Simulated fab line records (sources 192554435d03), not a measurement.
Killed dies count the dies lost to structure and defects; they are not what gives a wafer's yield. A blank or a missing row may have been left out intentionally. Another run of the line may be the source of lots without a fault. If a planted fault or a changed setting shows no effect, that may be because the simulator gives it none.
Matching of chambers :: flow n5_finfet :: 3 sister chambers for N5_BEOL_M10_CURE_71 on uv_cure-01
The step cures SiCOH lowk, time 240 s. 6 wafers are shown with their chamber, then 11 later ones without.

## WAFERS PAIRED WITH THEIR CHAMBERS
wafer: L080.5
chamber: 2
wafer_temp_C_max: 385.8
lamp_power_pct (%): 52.35

wafer: L080.6
chamber: 2
wafer_temp_C_max: 385.5
lamp_power_pct (%): 52.29

wafer: L083.5
chamber: 0
wafer_temp_C_max: 387.9
lamp_power_pct (%): 52.32

wafer: L083.6
chamber: 0
wafer_temp_C_max: 387.2
lamp_power_pct (%): 52.33

wafer: L084.4
chamber: 1
wafer_temp_C_max: 387.8
lamp_power_pct (%): 52.37

wafer: L089.1
chamber: 1
wafer_temp_C_max: 386.8
lamp_power_pct (%): 52.32

## WAFERS WITHOUT THEIR CHAMBER
wafer: L089.3
wafer_temp_C_max: 387.0
lamp_power_pct (%): 52.25

wafer: L089.4
wafer_temp_C_max: 388.2
lamp_power_pct (%): 52.35

wafer: L095.3
wafer_temp_C_max: 386.2
lamp_power_pct (%): 52.39

wafer: L095.4
wafer_temp_C_max: 386.7
lamp_power_pct (%): 52.33

wafer: L095.6
wafer_temp_C_max: 386.1
lamp_power_pct (%): 52.28

wafer: L090.2
wafer_temp_C_max: 386.4
lamp_power_pct (%): 52.30

wafer: L090.4
wafer_temp_C_max: 385.7
lamp_power_pct (%): 52.31

wafer: L090.6
wafer_temp_C_max: 386.0
lamp_power_pct (%): 52.29

wafer: L097.1
wafer_temp_C_max: 387.9
lamp_power_pct (%): 52.35

wafer: L097.2
wafer_temp_C_max: 386.9
lamp_power_pct (%): 52.29

wafer: L097.6
wafer_temp_C_max: 387.7
lamp_power_pct (%): 52.28

## THE CHAMBER EACH PASSED THROUGH
wafer: L089.3
from the rows above: can't be placed: 0 or 1 or 2
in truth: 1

wafer: L089.4
from the rows above: can't be placed: 0 or 1
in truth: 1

wafer: L095.3
from the rows above: can't be placed: 2 or 1 or 0
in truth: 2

wafer: L095.4
from the rows above: can't be placed: 1 or 0 or 2
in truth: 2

wafer: L095.6
from the rows above: can't be placed: 2 or 1 or 0
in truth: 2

wafer: L090.2
from the rows above: can't be placed: 2 or 1 or 0
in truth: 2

wafer: L090.4
from the rows above: 2
in truth: 2

wafer: L090.6
from the rows above: can't be placed: 2 or 1
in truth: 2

wafer: L097.1
from the rows above: can't be placed: 0 or 1
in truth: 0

wafer: L097.2
from the rows above: can't be placed: 0 or 1 or 2
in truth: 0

wafer: L097.6
from the rows above: can't be placed: 0 or 1
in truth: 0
Correct placement for 1 of the 11. Not placeable from these rows: 10 (in 10, the candidates include the true chamber). Placed wrongly: 0.
How it was worked out, from the rows above alone: a wafer's distance from a chamber is the root of the sum, over the readings, of the square of ((its reading less the chamber's mean) divided by the reading's scatter). If the next closest chamber is less than 2 further off than the closest, the wafer can't be placed; otherwise it belongs to the closest. A chamber's mean is the mean of its shown wafers. The scatter is the square root of a quotient: the sum, over the shown wafers, of each reading's squared deviation from its chamber's mean, divided by wafers minus chambers.
